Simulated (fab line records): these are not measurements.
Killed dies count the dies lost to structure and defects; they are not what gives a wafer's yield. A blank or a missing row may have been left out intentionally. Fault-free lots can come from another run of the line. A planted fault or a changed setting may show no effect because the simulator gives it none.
Split-lot trial	flow n5_finfet	route with 1938 steps; 7 lots, 21 wafers read

ON THE SPLIT
At N5_BEOL_M11_VIA_ETCH_34 (etches SiCOH lowk in C4F6/O2, target depth 184.5 nm, time 69.2 s), the setting time_s was moved away from the recipe's 69.2 s on 8 of the 21 wafers read, by -17.7% to +21.5%. This setting was run at the recipe's value on the other wafers.

The reading is taken at the split's own step.

THE READING
etch.depth_nm (the simulator's own value, which no gauge read), in nm, at N5_BEOL_M11_VIA_ETCH_34 (etches SiCOH lowk in C4F6/O2, target depth 184.5 nm, time 69.2 s). The file gives no usual value for it. Across the 13 wafers here that went through the recipe, the average is 183.7 nm and the standard deviation 3.3 nm.

wafer	tool, chamber at the split	time_s as run, s	against the recipe	etch.depth_nm, nm	against lot-mates on the recipe
L079.2	rie_diel-03, 1	69.2	recipe	184.5	-
L079.4	rie_diel-03, 0	69.2	recipe	184.7	-
L079.5	rie_diel-03, 3	69.2	recipe	180.6	-
L081.3	rie_diel-01, 2	69.2	recipe	188.6	-
L081.4	rie_diel-01, 3	69.2	recipe	181.3	-
L081.5	rie_diel-01, 2	69.2	recipe	190	-
L082.1	rie_diel-04, 2	56.93	-17.7%	149.6	-36.0
L082.4	rie_diel-04, 1	56.93	-17.7%	156.4	-29.2
L082.5	rie_diel-04, 3	69.2	recipe	185.6	-
L083.1	rie_diel-03, 2	82.08	+18.6%	219.3	+35.6
L083.3	rie_diel-03, 1	69.2	recipe	183.3	-
L083.5	rie_diel-03, 1	69.2	recipe	184.2	-
L088.2	rie_diel-01, 2	58.82	-15.0%	161	-17.4
L088.3	rie_diel-01, 3	69.2	recipe	177.8	-
L088.6	rie_diel-01, 3	69.2	recipe	179.1	-
L089.4	rie_diel-03, 1	76.1	+10.0%	198	+14.8
L089.5	rie_diel-03, 0	69.2	recipe	183.2	-
L089.6	rie_diel-03, 3	76.1	+10.0%	206	+22.8
L091.3	rie_diel-04, 3	84.1	+21.5%	224.3	+39.7
L091.4	rie_diel-04, 2	84.1	+21.5%	224.4	+39.8
L091.6	rie_diel-04, 3	69.2	recipe	184.6	-

FIT RESULTS
A straight line over all 21 wafers: etch.depth_nm changes by +1.8 nm for each +1% of time_s; r = +0.99; the points scatter about the line by 3.4 nm.
The same after taking each lot's own level away (the mean of its wafers on the recipe; 21 wafers): +1.78 nm for each +1%; r = +0.99; scatter 3.2 nm.
The reading moves by 38 nm for the largest change in time_s, on that fit.
Across the lots, their own levels run from 178.45 to 186.63 nm, a range of 2.5 times the standard deviation given above.
Consequently the slope shifts little with the lot-to-lot level, the two slopes agreeing.
Check: for one of the wafers moved furthest among these (+21.5%), held out of the fit, the line's prediction against its lot-mates is +38.9 nm. Against them it came out at +39.7 nm.

THESE WAFERS: OTHER SPLITS
These wafers also went through other splits before the reading. Each is held against what the fit with the lots' levels taken away leaves over:
other split on the same wafers	wafers away from the commonest value	r with etch.depth_nm (lot level and that fit taken away)
N5_BEOL_M11_COAT_63 spin_rpm	10	-0.07

FILE'S OWN FIT
etch.depth_nm changes by +1.76 nm for each +1% of time_s, r = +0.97.
